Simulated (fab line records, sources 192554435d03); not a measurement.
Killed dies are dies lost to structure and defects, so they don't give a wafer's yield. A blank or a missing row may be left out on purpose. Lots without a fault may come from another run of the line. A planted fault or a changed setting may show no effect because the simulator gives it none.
Chamber matching | flow n5_finfet | N5_MOL_CONTACT_COAG_ETCH_90 on rie_diel-04: 4 sister chambers
The step etches SiARC in CF4, target depth 13 nm, time 21.7 s. 8 wafers are shown with their chamber, then 7 later ones without.

WAFERS WITH THEIR CHAMBER
wafer  | chamber | drypump_motor_current_A (A) | showerhead_plenum_p_Torr (Torr)
L075.3 | 3       | 5.6                         | 2.15
L079.3 | 2       | 6.4                         | 2.05
L079.6 | 3       | 5.7                         | 2.15
L087.2 | 1       | 5.4                         | 2.16
L087.3 | 0       | 6.2                         | 2.08
L087.6 | 2       | 6.4                         | 2.04
L088.1 | 1       | 5.4                         | 2.16
L088.2 | 0       | 6.1                         | 2.08

WAFERS WITHOUT THEIR CHAMBER
wafer  | drypump_motor_current_A (A) | showerhead_plenum_p_Torr (Torr)
L088.4 | 6.4                         | 2.04
L094.2 | 6.4                         | 2.04
L094.3 | 6.1                         | 2.08
L094.5 | 5.4                         | 2.16
L096.2 | 6.1                         | 2.08
L096.3 | 5.4                         | 2.15
L096.4 | 5.6                         | 2.14

WHICH CHAMBER EACH WENT THROUGH
wafer  | from the rows above | in truth
L088.4 | 2                   | 2
L094.2 | 2                   | 2
L094.3 | 0                   | 0
L094.5 | 1                   | 1
L096.2 | 0                   | 0
L096.3 | 1                   | 1
L096.4 | 3                   | 3
Placed correctly: 7 of 7. Can't be placed from these rows: 0. Placed wrongly: 0.
How it was worked out, from the rows above alone: a wafer's distance from a chamber is the root of the sum, over the readings, of the square of ((its reading less the chamber's mean) divided by the reading's scatter). The wafer belongs to the nearest chamber; if the next one is less than 2 further off, it can't be placed. A chamber's mean is the mean of its shown wafers. The scatter: the root of (the sum of the squares of (reading less its chamber's mean) over the shown wafers, divided by (wafers less chambers)).
